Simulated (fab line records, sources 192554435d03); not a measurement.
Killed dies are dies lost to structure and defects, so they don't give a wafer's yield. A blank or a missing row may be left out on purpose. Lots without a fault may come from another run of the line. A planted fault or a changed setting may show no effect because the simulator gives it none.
Which tool did it? | flow n5_finfet | 9 lots, 27 wafers sampled, at 3 steps of a route of 1938

WHAT THE GAUGES READ, wafer by wafer
N5_BEOL_M8_THK_MEAS_01.
lot  | measured     | on            | M8_ILD_THK (nm)
L319 | day 10 00:19 | film_metro-02 | 154.8 153.3 156.8
L318 | day 10 19:32 | film_metro-02 | 154.1 157.2 156.7
L320 | day 11 06:46 | film_metro-02 | 156.4 157.5 157.4
L324 | day 12 05:25 | film_metro-02 | 152.8 152.5 154.3
L328 | day 13 07:26 | film_metro-01 | 156.4 156.6 155.9
L332 | day 14 03:16 | film_metro-01 | 154.8 156.2 157.6
L336 | day 15 00:07 | film_metro-02 | 155.7 154.8 154.5
L339 | day 15 01:08 | film_metro-01 | 152.4 155.2 154.0
L340 | day 16 02:14 | film_metro-02 | 153.6 157.2 156.5

N5_BEOL_M8_INSPECT_30: inspects for defects (brightfield).
lot  | measured     | on                | raw_defect_count
L319 | day 10 04:44 | defect_inspect-01 | 406 446 386
L318 | day 10 22:44 | defect_inspect-01 | 265 262 329
L320 | day 11 09:52 | defect_inspect-01 | 531 290 454
L324 | day 12 07:53 | defect_inspect-02 | 425 421 343
L328 | day 13 10:36 | defect_inspect-01 | 384 317 449
L332 | day 14 07:29 | defect_inspect-01 | 428 1881 1728
L336 | day 15 02:04 | defect_inspect-02 | 357 457 304
L339 | day 15 07:48 | defect_inspect-02 | 463 421 513
L340 | day 16 04:37 | defect_inspect-01 | 453 344 402

WHICH TOOL RAN EACH LOT (tool, then ch and the chambers of the sampled wafers, then the start)
lot  | N5_BEOL_M8_STRIP_19
L319 | rie_diel-01 ch 1,2, day 10 03:26
L318 | rie_diel-06 ch 2,3, day 10 22:09
L320 | rie_diel-01 ch 2,3, day 11 09:10
L324 | rie_diel-03 ch 1,2, day 12 07:21
L328 | rie_diel-03 ch 0,2, day 13 09:10
L332 | rie_diel-03 ch 0,2, day 14 06:14
L336 | rie_diel-06 ch 1,3, day 15 01:04
L339 | rie_diel-06 ch 0,1, day 15 03:28
L340 | rie_diel-06 ch 0,2,3, day 16 04:01
- N5_BEOL_M8_STRIP_19: strips in O2.

WHAT THE TOOLS THEMSELVES READ (means of the sampled wafers that have a number; where no wafer has one, the mark that the record gives instead)
N5_BEOL_M8_STRIP_19.
lot  | tool        | drypump_motor_current_A (A) | o2_flow_sccm (sccm) | oes_product_au (a.u.) | rf_vpp_V (V) | showerhead_plenum_p_Torr (Torr) | throttle_valve_pct (%)
L319 | rie_diel-01 | 5.8                         | 224.4               | 0.75                  | 3.2          | 2.15                            | 16.73
L318 | rie_diel-06 | 6.4                         | 224.6               | 0.76                  | 3.6          | 2.09                            | 16.94
L320 | rie_diel-01 | 6.0                         | 224.4               | 0.83                  | 3.9          | 2.08                            | 16.44
L324 | rie_diel-03 | 5.7                         | 225.2               | 0.83                  | 3.2          | 2.21                            | 16.57
L328 | rie_diel-03 | 5.8                         | 225.1               | 0.84                  | 3.3          | 2.18                            | 16.82
L332 | rie_diel-03 | 5.9                         | 225.1               | 0.89                  | 3.8          | 2.16                            | 16.75
L336 | rie_diel-06 | 5.7                         | 224.8               | 0.78                  | 4.4          | 2.04                            | 16.86
L339 | rie_diel-06 | 5.8                         | 225.0               | 0.76                  | 3.4          | 2.04                            | 16.94
L340 | rie_diel-06 | 6.0                         | 224.7               | 0.72                  | 3.6          | 2.08                            | 16.92

THE ANSWER, worked out from the rows above alone
Rule: what is usual is taken from the lots themselves. Put in order of their means at a reading, lots are off if they are a third of the lots or fewer, leave a main group of 4 or more, and stand apart from it by a gap of 3 or more times the standard deviation of the main group's means; of several such gaps the widest counts. A main group whose means are all the same, to the digits that the tables above print for the reading, isn't used. A lot without any number at a reading at which 4 lots or more have one is off too. The other lots that the step has rows for count as sound. The gauges are gone through in route order, then the tools' own readings, and for those a lot's mean is taken as printed above. The first step at which some lot is off is used, and at that step the reading that is off furthest; a lot without a number counts as furthest.
Off: L332, at N5_BEOL_M8_INSPECT_30 (raw_defect_count). The main group: mean 393, standard deviation 49.
A tool fits if, at a process step before that reading, it ran every lot that is off, and no sound lot after the first of them. The gauges at N5_BEOL_M8_INSPECT_30 are tried like those tools. One fits: rie_diel-03 at N5_BEOL_M8_STRIP_19. Its last sound lot is L328 (day 13 09:10), its first lot that is off L332 (day 14 06:14): a fault that began between those two fits.

WHAT THE SIMULATOR HAD PUT IN
Chamber particle source: rie_diel-03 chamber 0, from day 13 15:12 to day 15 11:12, at N5_BEOL_M8_STRIP_19. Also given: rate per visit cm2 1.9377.
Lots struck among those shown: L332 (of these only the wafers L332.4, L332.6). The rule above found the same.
